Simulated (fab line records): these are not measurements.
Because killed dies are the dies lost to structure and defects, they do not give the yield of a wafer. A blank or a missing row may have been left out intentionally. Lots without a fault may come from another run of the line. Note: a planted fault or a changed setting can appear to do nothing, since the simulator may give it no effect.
fab line records	flow n5Finfet
[record] lots = 5	wafers = 15	lastDay = 18
route steps=1938 shown BEOL_M9@1462 BEOL_M10@1470 PASSIVATION@1936
lots untouched by any fault: they come from a run of this same line in which no faults occurred
startH: the number of hours between the record's first day and the start of the first shown wafer of the lot	waitH: hours since the lot's step before	" repeats the value in the row above	L1.1+2: one row covering several wafers at once	- either no value or no given start	* or withheld: withheld	< > ~ a bound
route shown NAME@n: a module of which the file shows steps, and the number in the route of the first	usual: the fault-free wafers' mean and standard deviation	same: alike in all rows	chamber/n: place in a boat	sites: the reading at each site	_std_site: how widely they spread, as a standard deviation	_edge_site: outer sites' mean less inner sites'	radiusMm: for every site, how far away it sits from the centre of the wafer	mask NAME#n: copy n	behind: the tool/chamber that last shaped the wafer	hold: why the lot was held/for how many hours/how that ended	device: whichever transistor did not switch (one of n, p or np)	end of line: the route-end tests of the same wafers	a step given without rows: its recipe and nothing more	killed: at the first sort, the dies lost to defects and structure; wafer yield is something else	map: shows each die of a wafer: x if killed, . if not, _ if none is there
set.NAME: the setting as run; set.NAME@STEP: as run at that earlier step	model.NAME: the simulator's own value behind a step, which no gauge read
lots seen at some steps along the route; tables by step, rows by wafer
services: from which hour (startH, from the record's first day; less than 0 if before it) a tool's chamber was out of use, for how many hours, and why
[[steps]]
[step N5_BEOL_M9_ECD_50]
[recipe] material = Cu	targetThkA = 3180
[step N5_BEOL_M9_ANNEAL_51]
[recipe] tempC = 225	timeS = 90	ambient = N2
[usual] wafer_temp_C_max = 226.0/0.37
lot.wafer	tool	chamber	startH	waitH	wafer_temp_C_max
L246.4	rtpAnneal-02	0	248.54	0.2	226.1
L246.5	"	0	"	"	226.7
L246.6	"	0	"	"	226.0
L248.2	rtpAnneal-01	0	272.53	0.1	225.6
L248.5	"	0	"	"	225.6
L248.6	"	0	"	"	225.7
L256.2	rtpAnneal-02	0	322.89	0.2	226.3
L256.3	"	0	"	"	226.0
L256.6	"	0	"	"	226.2
L257.2	rtpAnneal-02	0	337.57	0.1	226.2
L257.3	"	0	"	"	226.7
L257.6	"	0	"	"	226.3
L266.1	rtpAnneal-01	0	367.71	0.3	226.0
L266.3	"	0	"	"	225.6
L266.5	"	0	"	"	225.6
[step N5_BEOL_M9_CMP_52]
[recipe] stopOn = SiCOH_lowk	tOverpolishS = 7	downForcePsi = 1	platenRpm = 50	clearingPlatenDownForcePsi = 1.5	clearingPlatenRpm = 50	postCmpClean = cuAlkaline	targetThkNm = 140	clearingPlatenPadVelocityMS = 0.99484	padVelocityMS = 0.99484
[usual] barrierFieldEndpointS = 29.1/0.93	motorCurrentA = 6.2/0.78	overpolishRunS = 7.000/0.0092	timeToEndpointS = 67/4.7
lot.wafer	tool	chamber	startH	waitH	barrierFieldEndpointS	motorCurrentA	overpolishRunS	timeToEndpointS
L246.4	cmp-01	0	248.70	0.1	29.1	6.1	6.990	63
L246.6	"	0	"	"	28.1	6.4	7.010	65
L246.5	"	1	"	"	29.7	5.8	6.986	69
L248.2	cmp-03	2	272.89	0.3	29.5	5.5	7.009	69
L248.6	"	3	"	"	28.0	6.2	6.994	60
L248.5	"	0	"	"	29.4	4.8	6.996	68
L256.2	cmp-03	0	323.46	0.5	30.1	4.6	6.992	73
L256.3	"	1	"	"	29.3	6.0	6.985	69
L256.6	"	2	"	"	29.0	5.7	7.002	70
L257.3	cmp-02	2	337.87	0.2	28.8	7.8	6.993	68
L257.2	"	3	"	"	27.6	6.2	7.014	64
L257.6	"	1	"	"	30.7	5.4	7.021	78
L266.1	cmp-02	2	368.04	0.3	30.0	7.5	7.011	68
L266.3	"	3	"	"	28.0	6.3	6.997	60
L266.5	"	1	"	"	30.6	5.3	6.990	74
[step N5_BEOL_M9_THK_MEAS_53]
[recipe] thkMeasGauge = xrf	reads = Cu_of_BEOL_M9_ECD_50
[usual] M9_THK = 138/4
lot.wafer	tool	chamber	startH	waitH	M9_THK[nm]
L246.4	filmMetro-02	-	248.99	-	138
L246.5	"	-	"	"	145
L246.6	"	-	"	"	131
L248.2	filmMetro-02	-	273.07	-	145
L248.5	"	-	"	"	140
L248.6	"	-	"	"	141
L256.2	filmMetro-02	-	323.68	-	146
L256.3	"	-	"	"	135
L256.6	"	-	"	"	143
L257.2	filmMetro-01	-	338.13	-	140
L257.3	"	-	"	"	140
L257.6	"	-	"	"	143
L266.1	filmMetro-01	-	368.30	-	133
L266.3	"	-	"	"	132
L266.5	"	-	"	"	138
[step N5_BEOL_M9_PRE_CLEAN_55]
[recipe] gas = NH3	timeS = 15	tempC = withheld	rfPowerW = 300
[step N5_BEOL_M9_DEP_56]
[recipe] material = SiCN	targetThkA = 150	tempC = withheld	precursor = 3MS/NH3	pressureTorr = 3	rfW = 202	timeS = 26.5
[usual] showerheadPlenumPTorr = 3.658/0.011	throttleValvePct = 9.1/0.44
lot.wafer	tool	chamber	startH	waitH	showerheadPlenumPTorr	throttleValvePct
L246.4	pecvd-02	1	249.07	0.0	3.662	8.8
L246.5	"	2	"	"	3.658	8.4
L246.6	"	0	"	"	3.650	8.8
L248.2	pecvd-03	0	273.13	0.0	3.657	9.5
L248.5	"	1	"	"	3.644	9.4
L248.6	"	2	"	"	3.667	8.5
L256.2	pecvd-01	0	323.74	0.0	3.656	9.2
L256.3	"	2	"	"	3.653	9.3
L256.6	"	0	"	"	3.640	9.5
L257.2	pecvd-01	0	338.19	0.0	3.657	9.2
L257.3	"	1	"	"	3.684	8.9
L257.6	"	0	"	"	3.662	9.2
L266.1	pecvd-01	1	368.36	0.0	3.688	8.6
L266.3	"	2	"	"	3.659	9.5
L266.5	"	0	"	"	3.659	9.4
[step N5_BEOL_M9_RS_MEAS_57]
[recipe] thkMeasGauge = four-point-probe	reads = Cu_of_BEOL_M9_ECD_50+Co_of_BEOL_M9_CVD_78+TaN_of_BEOL_M9_ALD_74
[usual] M9_RS = 0.149/0.0048
lot.wafer	tool	chamber	startH	waitH	M9_RS[ohm/sq]
L246.4	filmMetro-02	-	249.13	0.0	0.150
L246.5	"	-	"	"	0.141
L246.6	"	-	"	"	0.158
L248.2	filmMetro-01	-	273.22	0.1	0.141
L248.5	"	-	"	"	0.147
L248.6	"	-	"	"	0.145
L256.2	filmMetro-01	-	323.82	0.1	0.139
L256.3	"	-	"	"	0.151
L256.6	"	-	"	"	0.143
L257.2	filmMetro-01	-	338.27	0.1	0.146
L257.3	"	-	"	"	0.147
L257.6	"	-	"	"	0.143
L266.1	filmMetro-02	-	368.43	0.1	0.153
L266.3	"	-	"	"	0.156
L266.5	"	-	"	"	0.149
[step N5_BEOL_M9_INSPECT_58]
[recipe] inspectInstrument = darkfield	mode = postDep
[usual] rawDefectCount = 72/21
lot.wafer	tool	chamber	startH	waitH	rawDefectCount
L246.4	defectInspect-01	-	249.15	0.0	51
L246.5	"	-	"	"	57
L246.6	"	-	"	"	57
L248.2	defectInspect-02	-	273.25	0.0	87
L248.5	"	-	"	"	77
L248.6	"	-	"	"	129
L256.2	defectInspect-02	-	323.84	0.0	27
L256.3	"	-	"	"	56
L256.6	"	-	"	"	73
L257.2	defectInspect-02	-	338.29	0.0	68
L257.3	"	-	"	"	91
L257.6	"	-	"	"	67
L266.1	defectInspect-01	-	368.46	0.0	109
L266.3	"	-	"	"	88
L266.5	"	-	"	"	61
[step N5_BEOL_M10_ILD_DEP_00]
[recipe] material = SiCOH_lowk	targetThkA = 3085.1	tempC = 300	precursor = DEMS/porogen	pressureTorr = 5	rfW = 500	timeS = 58
[usual] heaterPowerW = 340/37	showerheadPlenumPTorr = 5.735/0.016	throttleValvePct = 14.0/0.74
lot.wafer	tool	chamber	startH	waitH	heaterPowerW	showerheadPlenumPTorr	throttleValvePct
L246.4	pecvd-04	2	249.22	0.1	372	5.768	13.6
L246.5	"	0	"	"	404	5.741	13.2
L246.6	"	1	"	"	324	5.744	14.7
L248.2	pecvd-04	0	273.28	0.0	380	5.729	13.2
L248.5	"	2	"	"	331	5.762	13.7
L248.6	"	0	"	"	380	5.720	13.2
L256.2	pecvd-03	0	323.88	0.0	350	5.732	14.7
L256.3	"	1	"	"	380	5.707	14.7
L256.6	"	2	"	"	298	5.734	13.2
L257.2	pecvd-04	2	338.33	0.0	287	5.744	13.7
L257.3	"	1	"	"	341	5.732	14.6
L257.6	"	1	"	"	267	5.714	14.7
L266.1	pecvd-01	0	368.50	0.0	340	5.725	13.9
L266.3	"	2	"	"	240	5.717	14.2
L266.5	"	2	"	"	256	5.730	14.4
[step N5_BEOL_M10_CURE_71]
[recipe] tempC = 385	timeS = 240	ambient = He/Ar	material = SiCOH_lowk
[usual] lampPowerPct = 52.31/0.054	wafer_temp_C_max = 386.7/0.49
lot.wafer	tool	chamber	startH	waitH	lampPowerPct	wafer_temp_C_max
L246.4	uvCure-02	0	249.51	0.3	52.34	386.0
L246.5	"	0	"	"	52.32	386.2
L246.6	"	0	"	"	52.31	386.2
L248.2	uvCure-02	2	273.52	0.2	52.35	386.8
L248.5	"	2	"	"	52.36	387.5
L248.6	"	2	"	"	52.33	387.4
L256.2	uvCure-01	2	324.04	0.1	52.28	386.3
L256.3	"	2	"	"	52.27	386.1
L256.6	"	2	"	"	52.32	386.1
L257.2	uvCure-02	1	338.98	0.6	52.29	386.0
L257.3	"	1	"	"	52.35	386.7
L257.6	"	1	"	"	52.27	386.8
L266.1	uvCure-01	0	368.57	0.0	52.37	385.9
L266.3	"	0	"	"	52.27	386.9
L266.5	"	0	"	"	52.39	387.2
[step N5_BEOL_M10_THK_MEAS_01]
[recipe] reads = SiCOH_lowk_of_BEOL_M10_ILD_DEP_00
[usual] M10_ILD_THK = 265/4.6
lot.wafer	tool	chamber	startH	waitH	M10_ILD_THK[nm]
L246.4	filmMetro-02	-	249.79	0.2	266
L246.5	"	-	"	"	272
L246.6	"	-	"	"	273
L248.2	filmMetro-02	-	274.36	0.7	272
L248.5	"	-	"	"	269
L248.6	"	-	"	"	274
L256.2	filmMetro-02	-	324.47	0.4	257
L256.3	"	-	"	"	271
L256.6	"	-	"	"	264
L257.2	filmMetro-02	-	339.42	0.4	261
L257.3	"	-	"	"	265
L257.6	"	-	"	"	267
L266.1	filmMetro-01	-	369.09	0.4	266
L266.3	"	-	"	"	268
L266.5	"	-	"	"	272
[step N5_BEOL_M10_PECVD_70]
[recipe] material = SiO2	targetThkA = 200	tempC = 400	precursor = TEOS/O2	pressureTorr = 5.5	rfW = 450	teosFlowSccm = 53.8	gas = O2	flowSccm = 3000	timeS = 22.7
[step N5_BEOL_M10_HM_DEP_02]
[recipe] material = TiN	targetThkA = 200	tempC = 25	chamberPressurePa = 0.49996
[usual] throttleValvePct = 30.0/0.73
lot.wafer	tool	chamber	startH	waitH	throttleValvePct
L246.4	pvdSputter-02	-	252.09	2.2	30.0
L246.5	"	-	"	"	29.1
L246.6	"	-	"	"	31.0
L248.2	pvdSputter-01	-	275.13	0.7	30.5
L248.5	"	-	"	"	30.7
L248.6	"	-	"	"	30.0
L256.2	pvdSputter-01	-	324.90	0.4	30.6
L256.3	"	-	"	"	29.8
L256.6	"	-	"	"	29.8
L257.2	pvdSputter-02	-	340.06	0.6	30.2
L257.3	"	-	"	"	31.1
L257.6	"	-	"	"	31.0
L266.1	pvdSputter-01	-	370.52	1.4	30.4
L266.3	"	-	"	"	30.5
L266.5	"	-	"	"	30.6
[step N5_BEOL_M10_COAT_59]
[recipe] resist = SOC	tempC = 250	timeS = 60	spinRpm = 1500	resistThkNm = 100
[step N5_BEOL_M10_COAT_60]
[recipe] resist = SiARC	tempC = 220	timeS = 60	spinRpm = 1500	resistThkNm = 30
[step N5_BEOL_M10_COAT_05]
[recipe] resist = CAR-ArF	spinRpm = 1500	resistThkNm = 90
[step N5_BEOL_M10_EBR_07]
[recipe] solvent = PGMEA	ebrWidthMm = 1.5
[step N5_BEOL_M10_SOFTBAKE_06]
[recipe] tempC = 110	timeS = 60	resist = CAR-ArF
[step N5_BEOL_M10_EXPOSE_08]
[recipe] maskId = M10	na = 1.35	sourceShape = dipole	sigmaInner = 0.411	sigmaOuter = 0.611	polarization = te	doseMj = 53.75
[step N5_BEOL_M10_PEB_09]
[recipe] pebTempC = withheld	pebTimeS = 60	resist = CAR-ArF
[step N5_BEOL_M10_DEVELOP_10]
[recipe] developTimeS = 30	developer = TMAH	resist = CAR-ArF	rinseLiquid = diw	dry = airSpin	devTempC = 23
[step N5_BEOL_M10_CD_MEAS_11]
[recipe] targetCdNm = 64.1	landingEnergyEv = 500	detector = seInlens	polarity = opening
[usual] cdNm = 64.3/0.83
lot.wafer	tool	chamber	startH	waitH	cdNm
L246.4	cdSem-03	0	252.59	-	64.8
L246.5	"	0	"	"	65.6
L246.6	"	0	"	"	64.8
L248.2	cdSem-03	0	275.63	-	64.2
L248.5	"	0	"	"	64.3
L248.6	"	0	"	"	63.9
L256.2	cdSem-02	0	325.27	-	63.3
L256.3	"	0	"	"	64.3
L256.6	"	0	"	"	63.6
L257.2	cdSem-03	0	340.56	-	65.5
L257.3	"	0	"	"	63.2
L257.6	"	0	"	"	64.6
L266.1	cdSem-03	0	370.89	-	64.2
L266.3	"	0	"	"	65.0
L266.5	"	0	"	"	63.0
[step N5_BEOL_M10_OVL_MEAS_12]
[recipe] pointsPerWafer = 44
[usual] M10_OVL = 0.3/0.79
lot.wafer	tool	chamber	startH	waitH	M10_OVL[nm]
L246.4	overlay-01	0	252.61	0.0	-1.3
L246.5	"	0	"	"	-0.9
L246.6	"	0	"	"	-1.3
L248.2	overlay-01	0	275.66	0.0	-1.0
L248.5	"	0	"	"	0.1
L248.6	"	0	"	"	-0.9
L256.2	overlay-02	0	325.30	0.0	-0.8
L256.3	"	0	"	"	-0.1
L256.6	"	0	"	"	-0.9
L257.2	overlay-01	0	340.59	0.0	0.6
L257.3	"	0	"	"	-0.3
L257.6	"	0	"	"	-0.5
L266.1	overlay-02	0	370.92	0.0	1.0
L266.3	"	0	"	"	0.9
L266.5	"	0	"	"	0.3
[step N5_BEOL_M10_INSPECT_13]
[recipe] mode = adi	inspectInstrument = brightfield
[usual] rawDefectCount = 415/86
lot.wafer	tool	chamber	startH	waitH	rawDefectCount
L246.4	defectInspect-02	-	252.64	0.0	297
L246.5	"	-	"	"	468
L246.6	"	-	"	"	321
L248.2	defectInspect-02	-	275.68	0.0	419
L248.5	"	-	"	"	491
L248.6	"	-	"	"	443
L256.2	defectInspect-02	-	325.33	0.0	367
L256.3	"	-	"	"	294
L256.6	"	-	"	"	369
L257.2	defectInspect-02	-	340.61	0.0	279
L257.3	"	-	"	"	1315
L257.6	"	-	"	"	1217
L266.1	defectInspect-02	-	370.94	0.0	343
L266.3	"	-	"	"	463
L266.5	"	-	"	"	349
[step N5_BEOL_M10_DESCUM_16]
[recipe] chemistry = O2	timeS = 7.9	sourcePowerW = 50	biasPowerW = 20	pressureMtorr = 20	rfFrequencyHz = 2.712e+07	tempC = 40	resist = CAR-ArF	o2FlowSccm = 225
[step N5_PASSIVATION_PROBE_49]
[usual] defectLimitedYield = 91.0/1.4	killed_at_M0_to_M3 = 34/10	killed_at_M4_up = 15/5.5	killedAtContacts = 12/6.1	killedAtFrontEnd = 41/12	killedAtOther = 4/3.4	killedDies = 106/17	killedOnRim = 14/4	killedOpen = 70/13	killedShort = 34/7.4	sort_bin_5_function = 5.3/1	sort_bin_6_memory = 3.4/0.69	sort_bin_8_speed = 0.03/0.22	sortNPass = 1073/17	sortYieldPct = 91.0/1.4
[same] grossDies = 1180	killedAtBackSide = 0	sort_bin_4_leakage[%] = 0
lot.wafer	tool	chamber	startH	waitH	defectLimitedYield[%]	killed_at_M0_to_M3	killed_at_M4_up	killedAtContacts	killedAtFrontEnd	killedAtOther	killedDies	killedOnRim	killedOpen	killedShort	sort_bin_5_function[%]	sort_bin_6_memory[%]	sort_bin_8_speed[%]	sortNPass	sortYieldPct[%]
L246.4	prober-02	-	305.12	0.2	92.5	41	8	5	28	6	88	11	58	29	4.2	2.8	0	1092	92.5
L246.5	prober-02	-	305.17	0.2	90.3	29	15	11	50	9	114	8	79	33	5.8	3.7	0	1066	90.3
L246.6	prober-02	-	305.22	0.3	92.2	25	6	8	40	13	92	11	65	26	4.6	3.1	0	1088	92.2
L248.2	prober-02	-	333.11	0.1	92.5	34	10	16	26	3	89	11	65	23	4.2	3.2	0	1091	92.5
L248.5	prober-02	-	333.26	0.2	91.8	52	9	7	25	4	97	20	71	26	5.0	3.0	0	1083	91.8
L248.6	prober-02	-	333.31	0.3	90.7	50	8	13	36	3	110	17	64	46	5.3	3.6	0	1070	90.7
L256.2	prober-02	-	384.56	0.1	90.0	45	9	10	53	1	118	18	75	41	5.6	3.8	0	1062	90.0
L256.3	prober-02	-	384.61	0.1	88.7	48	11	11	61	2	133	19	91	34	6.7	3.9	0.17	1045	88.6
L256.6	prober-02	-	384.76	0.3	90.6	43	6	9	53	0	111	18	85	23	5.8	3.4	0	1069	90.6
L257.2	prober-01	-	408.88	0.1	90.3	26	23	16	42	8	115	22	74	38	4.7	4.7	0	1065	90.3
L257.3	prober-01	-	408.93	0.1	84.3	22	135	7	21	0	185	34	54	17	10.3	3.0	0	995	84.3
L257.6	prober-01	-	409.08	0.3	84.2	22	115	8	36	6	187	34	57	28	9.6	3.2	0	993	84.2
L266.1	prober-02	-	436.65	0.0	89.8	36	12	19	43	10	120	15	78	39	5.8	3.9	0	1060	89.8
L266.3	prober-02	-	436.75	0.1	91.4	26	14	15	43	3	101	15	71	29	4.9	3.4	0	1079	91.4
L266.5	prober-02	-	436.85	0.2	90.0	34	13	13	39	19	118	16	77	33	5.9	3.2	0	1062	90.0
// killed by level:class
L246.4 BEOL_M0_SAQP:geometricParticle:open=10 BEOL_M0_SAQP:geometricParticle:short=7 STI_FIN_REVEAL:geometricParticle:open=6 BEOL_M2:geometricParticle:open=6 BEOL_M3:geometricParticle:open=6 FIN_SAQP:geometricParticle:open=4 GATE_CUT:geometricParticle:open=4 MOL_CONTACT_COAG:geometricParticle:open=4
L246.5 STI_FIN_REVEAL:geometricParticle:open=28 BEOL_M0_SAQP:geometricParticle:short=12 MOL_CONTACT_COAG:geometricParticle:open=8 FIN_SAQP:geometricParticle:short=6 BEOL_M2:geometricParticle:open=6 FIN_SAQP:geometricParticle:open=5 STI_FIN_REVEAL:geometricParticle:short=4 BEOL_M0_SAQP:geometricParticle:open=4
L246.6 STI_FIN_REVEAL:geometricParticle:open=17 BEOL_M0_SAQP:geometricParticle:open=7 MOL_CONTACT_COAG:geometricParticle:open=6 MIM_TOP_ETCH:geometricParticle:short=6 BEOL_M3:geometricParticle:open=5 BEOL_M2:geometricParticle:open=5 STARTING-WAFER:geometricParticle:short=5 FIN_SAQP:geometricParticle:open=4
L248.2 MOL_CONTACT_COAG:geometricParticle:open=14 BEOL_M0_SAQP:geometricParticle:short=8 BEOL_M0_SAQP:geometricParticle:open=7 FIN_SAQP:geometricParticle:open=6 BEOL_M2:geometricParticle:open=6 STI_FIN_REVEAL:geometricParticle:open=5 DUMMY_GATE:geometricParticle:open=5 BEOL_M6:geometricParticle:open=5
L248.5 BEOL_M0_SAQP:geometricParticle:open=14 BEOL_M1:geometricParticle:open=10 BEOL_M2:geometricParticle:open=8 STI_FIN_REVEAL:geometricParticle:open=7 MOL_CONTACT_COAG:geometricParticle:open=7 BEOL_M0_SAQP:geometricParticle:short=6 BEOL_M4:geometricParticle:open=6 FIN_SAQP:geometricParticle:open=5
L248.6 BEOL_M0_SAQP:geometricParticle:short=15 BEOL_M0_SAQP:geometricParticle:open=9 MOL_CONTACT_COAG:geometricParticle:open=8 FIN_SAQP:geometricParticle:open=7 BEOL_M3:geometricParticle:open=7 STI_FIN_REVEAL:geometricParticle:open=6 MOL_CONTACT_COAG:geometricParticle:short=5 BEOL_M2:geometricParticle:open=5
L256.2 STI_FIN_REVEAL:geometricParticle:open=15 BEOL_M0_SAQP:geometricParticle:short=15 BEOL_M0_SAQP:geometricParticle:open=10 BEOL_M2:geometricParticle:open=8 FIN_SAQP:geometricParticle:open=7 MOL_CONTACT_COAG:geometricParticle:open=7 STI_FIN_REVEAL:geometricParticle:short=6 GATE_CUT:geometricParticle:open=5
L256.3 BEOL_M0_SAQP:geometricParticle:open=17 STI_FIN_REVEAL:geometricParticle:open=14 FIN_SAQP:geometricParticle:open=11 BEOL_M0_SAQP:geometricParticle:short=11 MOL_CONTACT_COAG:geometricParticle:open=10 DUMMY_GATE:geometricParticle:open=5 BEOL_M2:geometricParticle:open=5 BEOL_M3:geometricParticle:open=5
L256.6 FIN_SAQP:geometricParticle:open=19 STI_FIN_REVEAL:geometricParticle:open=13 BEOL_M0_SAQP:geometricParticle:open=12 BEOL_M0_SAQP:geometricParticle:short=9 MOL_CONTACT_COAG:geometricParticle:open=8 BEOL_M1:geometricParticle:open=7 BEOL_M2:geometricParticle:open=7 FIN_SAQP:geometricParticle:short=4
L257.2 MOL_CONTACT_COAG:geometricParticle:open=14 BEOL_M4:geometricParticle:open=10 BEOL_M3:geometricParticle:open=8 FIN_SAQP:geometricParticle:short=6 STI_FIN_REVEAL:geometricParticle:open=5 GATE_CUT:geometricParticle:short=5 BEOL_M0_SAQP:geometricParticle:short=5 STARTING-WAFER:geometricParticle:short=5
L257.3 BEOL_M10:unspecified=112 BEOL_M4:geometricParticle:open=9 STI_FIN_REVEAL:geometricParticle:open=8 BEOL_M2:geometricParticle:open=6 MOL_CONTACT_COAG:geometricParticle:open=5 GATE_CUT:geometricParticle:short=4 GATE_CUT:geometricParticle:open=4 BEOL_M6:geometricParticle:open=4
L257.6 BEOL_M10:unspecified=102 FIN_SAQP:geometricParticle:open=7 BEOL_M4:geometricParticle:open=7 MOL_CONTACT_COAG:geometricParticle:open=6 GATE_CUT:geometricParticle:open=5 BEOL_M0_SAQP:geometricParticle:short=4 BEOL_M2:geometricParticle:open=4 STARTING-WAFER:geometricParticle:open=4
L266.1 MOL_CONTACT_COAG:geometricParticle:open=17 FIN_SAQP:geometricParticle:open=12 FIN_SAQP:geometricParticle:short=8 BEOL_M0_SAQP:geometricParticle:open=8 BEOL_M0_SAQP:geometricParticle:short=8 STI_FIN_REVEAL:geometricParticle:open=5 STARTING-WAFER:geometricParticle:short=5 STARTING-WAFER:geometricParticle:open=5
L266.3 STI_FIN_REVEAL:geometricParticle:open=16 MOL_CONTACT_COAG:geometricParticle:open=12 BEOL_M2:geometricParticle:open=7 FIN_SAQP:geometricParticle:short=4 BEOL_M3:geometricParticle:open=4 BEOL_M8:geometricParticle:open=4 FIN_SAQP:geometricParticle:open=3 STI_FIN_REVEAL:geometricParticle:short=3
L266.5 MOL_CONTACT_COAG:geometricParticle:open=9 STI_FIN_REVEAL:geometricParticle:open=8 BEOL_M1:geometricParticle:open=8 BEOL_M2:geometricParticle:open=7 FIN_SAQP:geometricParticle:open=6 BEOL_M0_SAQP:geometricParticle:open=6 BEOL_M1:geometricParticle:short=6 STARTING-WAFER:geometricParticle:open=5
// map L257.6 (x killed, . not)
_________________....x.x..xx.________________
______________...x.....x.....x.x_____________
___________...................xxxxx__________
__________.............x....xxxxxxxx_________
________...x.x..x...........xxxxxxxxxx_______
_______.....................xxxxxxxxxxx______
______..................x.x.xxxxxxxxxxxx_____
_____......x.....x....x....xxxxxxxxxxxxxx____
____....x...x.............x.xxxxxxxxxxxxx.___
___...........................xxxxxxxxxxxx.__
___......x.................x.x.xxxxxxx.x...__
__......x....x................xx..xxx......._
__....x.x.........x...........x.x...x..x...x_
_......x.....................................
_.x..........x....x........x.................
_...........xx.......x..................x....
_.........x..............x................x..
_.....................................x...x..
_............................x.............x.
_...x...x....x........xx....................x
_........x...............x...................
__.............x..x........................x_
__.........x..x.............x..x........x..._
___........x.........................x.x...__
___........................................__
____.xxx.............x.xx.x...............___
_____.x............x.....................____
______.................................x_____
_______.............................x..______
________..x.x..........x.............._______
__________......x.........x.....x..._________
___________..x...............x.....__________
______________...x.............._____________
_________________.........x..________________
// map L246.5 (x killed, . not)
_________________.....x..x...________________
______________.................._____________
___________........x.x...x.........__________
__________..x....x..........x......._________
________..............x..............._______
_______...............x..........x.....______
______..............x..................._____
_____......x..x...x.....x..........x..x..____
____..........x...........................___
___.............................x...x......__
___.....xx.......x........x.........x...x..__
__.....x...................xx..............._
__x..................................x.x.x.x_
_...x...............x......x........xx.......
_.x................x....x..x..x........x.....
_.......x..............x....x........x.......
_..x.x.......x......................x......x.
_........x..........x.................x...x..
_.................x......x.x.........x.......
_........x.............x.....................
_................x............xx.............
__....x......xx.......x.........x....x......_
__.......................x...........x......_
___.............x....x.....x...............__
___.......xx...............................__
____....x..x.......x..x..x...............x___
_____..........x...xx.x..................____
______...x..x....x.x.x....x...xx......x._____
_______........x...............x.......______
________...xxx..................x....._______
__________................x..x......_________
___________....x.........x...x.....__________
______________........x........._____________
_________________...xx.......________________
[[services]]
tool	chamber	startH	hours	kind
pecvd-02	-	226.05	0.3	repair
rtpAnneal-01	-	226.16	1.2	pm
cmp-01	-	226.86	3.7	repair
cmp-02	-	232.28	5.7	pm
pecvd-01	1	258.34	2.1	scheduledDown
cmp-02	-	272.20	4.0	pm
pecvd-04	0	279.23	9.4	repair
cmp-01	-	283.05	0.8	repair
cmp-01	-	289.12	6.4	repair
cmp-03	-	291.19	4.6	pm
uvCure-01	-	293.28	6.0	pm
pecvd-01	1	296.34	4.4	repair
cmp-01	-	303.17	1.2	repair
pecvd-04	-	309.12	3.2	repair
pecvd-01	-	326.67	1.6	repair
pecvd-03	-	332.55	0.9	repair
pecvd-03	-	334.37	1.9	repair
uvCure-01	-	340.77	2.1	pm
cmp-02	-	341.61	2.4	repair
pecvd-04	0	346.67	22.1	repair
cmp-01	-	349.02	4.0	pm
pecvd-01	0	362.85	2.1	scheduledDown
cmp-03	-	365.02	1.9	repair
uvCure-02	-	369.09	8.7	repair
[[key]]
[firstSign] step = N5_BEOL_M10_INSPECT_13	reading = rawDefectCount	direction = up	sigmas = 10	usual = 415	struck = 1266
[effect] step = N5_PASSIVATION_PROBE_49	reading = killed_at_M4_up	direction = up	sigmas = 20	usual = 15	struck = 125
[moreKillsBornAt] N5_BEOL_M10_HM_DEP_02@pvdSputter-02 = 214
metAt N5_BEOL_M10_HM_DEP_02
struckWafers L257.3,L257.6
onsetBetween 252.09 340.06
[fault] kind = chamberParticleSource	tool = pvdSputter-02	chamber = -	onsetH = 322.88	steps = N5_BEOL_M10_HM_DEP_02	ratePerVisitCm2 = 1.2741	endH = 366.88	scope = struckWafersOnly
